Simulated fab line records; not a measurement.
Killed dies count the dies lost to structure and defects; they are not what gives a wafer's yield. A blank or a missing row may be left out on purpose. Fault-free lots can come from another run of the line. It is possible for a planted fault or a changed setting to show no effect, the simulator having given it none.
Split-lot trial + flow n5Finfet + 7 lots, 21 wafers read, on a route of 1938 steps

THE SPLIT ITSELF
At N5_SPACER0_ALD_00 (deposits SiOCN, target thk 3.5 nm, pulse time 3 s, purge time 2 s), the setting aldCycles was moved away from the recipe's 58 on 8 of the 21 wafers read, by -15.5% to +12.1%. This setting was run at the recipe's value on the other wafers.

The split's own step is where the reading is taken.

THE READING
SiOCN_of_SPACER0_ALD_00.thkNm (the simulator's own value, which no gauge read), in nm, at N5_SPACER0_ALD_00 (deposits SiOCN, target thk 3.5 nm, pulse time 3 s, purge time 2 s). There is no usual value for it anywhere in the file. Here, 13 wafers ran the recipe; their average is 3.4 nm with a standard deviation of 0.084 nm.

| wafer  | tool, chamber at the split | aldCycles as run | against the recipe | SiOCN_of_SPACER0_ALD_00.thkNm, nm | against lot-mates on the recipe |
|--------|----------------------------|------------------|--------------------|-----------------------------------|---------------------------------|
| L074.1 | aldSin-04, 3,2             | 65               | +12.1%             | 4                                 | +0.4                            |
| L074.3 | aldSin-04, 3,2             | 65               | +12.1%             | 4                                 | +0.4                            |
| L074.5 | aldSin-04, 3               | 58               | recipe             | 3.6                               | -                               |
| L080.2 | aldSin-03, 0               | 51               | -12.1%             | 3                                 | -0.4                            |
| L080.5 | aldSin-03, 3,0             | 58               | recipe             | 3.4                               | -                               |
| L080.6 | aldSin-03, 3,0             | 58               | recipe             | 3.4                               | -                               |
| L083.1 | aldSin-03, 2,3             | 49               | -15.5%             | 3                                 | -0.6                            |
| L083.5 | aldSin-03, 2,3             | 49               | -15.5%             | 3                                 | -0.6                            |
| L083.2 | aldSin-03, 0               | 58               | recipe             | 3.6                               | -                               |
| L086.3 | aldSin-03, 1               | 55               | -5.2%              | 3.2                               | -0.2                            |
| L086.4 | aldSin-03, 2               | 58               | recipe             | 3.4                               | -                               |
| L086.6 | aldSin-03, 2               | 58               | recipe             | 3.4                               | -                               |
| L091.1 | aldSin-03, 3               | 58               | recipe             | 3.4                               | -                               |
| L091.2 | aldSin-03, 0               | 58               | recipe             | 3.6                               | -                               |
| L091.5 | aldSin-03, 0               | 50               | -13.8%             | 3                                 | -0.5                            |
| L093.3 | aldSin-01, 3               | 58               | recipe             | 3.4                               | -                               |
| L093.5 | aldSin-01, 3               | 58               | recipe             | 3.4                               | -                               |
| L093.6 | aldSin-01, 2               | 51               | -12.1%             | 3                                 | -0.4                            |
| L097.3 | aldSin-01, 2,3,0           | 58               | recipe             | 3.4                               | -                               |
| L097.4 | aldSin-01, 2,3,0           | 58               | recipe             | 3.4                               | -                               |
| L097.6 | aldSin-01, 2,3,0           | 58               | recipe             | 3.4                               | -                               |
If several chambers appear in one row, that row covers several wafers at once and the file leaves open which wafer was in which chamber.

FIT RESULTS
A straight line over all 21 wafers: SiOCN_of_SPACER0_ALD_00.thkNm changes by +0.0363 nm for each +1% of aldCycles; r = +0.96; the points scatter about the line by 0.087 nm.
The same after taking each lot's own level away (the mean of its wafers on the recipe; 21 wafers): +0.0356 nm for each +1%; r = +0.99; scatter 0.038 nm.
The reading moves by 0.55 nm for the largest change in aldCycles, on that fit.
Measured against the standard deviation above, the lots' own levels, which go from 3.40 to 3.60 nm, span 2.4 times it.
Hence the lot-to-lot level has little effect on the slope; both slopes agree.
Check: for one of the wafers moved furthest among these (-15.5%), held out of the fit, the line's prediction against its lot-mates is -0.547 nm. It came out at -0.6 nm against them.

THE OTHER SPLITS THESE WAFERS WENT THROUGH
Other splits were also applied to these wafers ahead of the reading. Each is held against what the fit with the lots' levels taken away leaves over:
| other split on the same wafers | wafers away from the commonest value | r with SiOCN_of_SPACER0_ALD_00.thkNm (lot level and that fit taken away) |
|--------------------------------|--------------------------------------|--------------------------------------------------------------------------|
| N5_WELL_APT_EXPOSE_22 doseMj   | 7                                    | +0.13                                                                    |
| N5_WELL_APT_PEB_23 pebTempC    | 5                                    | +0.46                                                                    |
| N5_FIN_SAQP_ETCH_65 timeS      | 4                                    | -0.19                                                                    |
| N5_FIN_SAQP_FIN_ETCH_36 icpW   | 7                                    | -0.10                                                                    |
| N5_DUMMY_GATE_COAT_35 spinRpm  | 5                                    | +0.40                                                                    |

FILE'S OWN FIT
SiOCN_of_SPACER0_ALD_00.thkNm changes by +0.0355 nm for each +1% of aldCycles, r = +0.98.
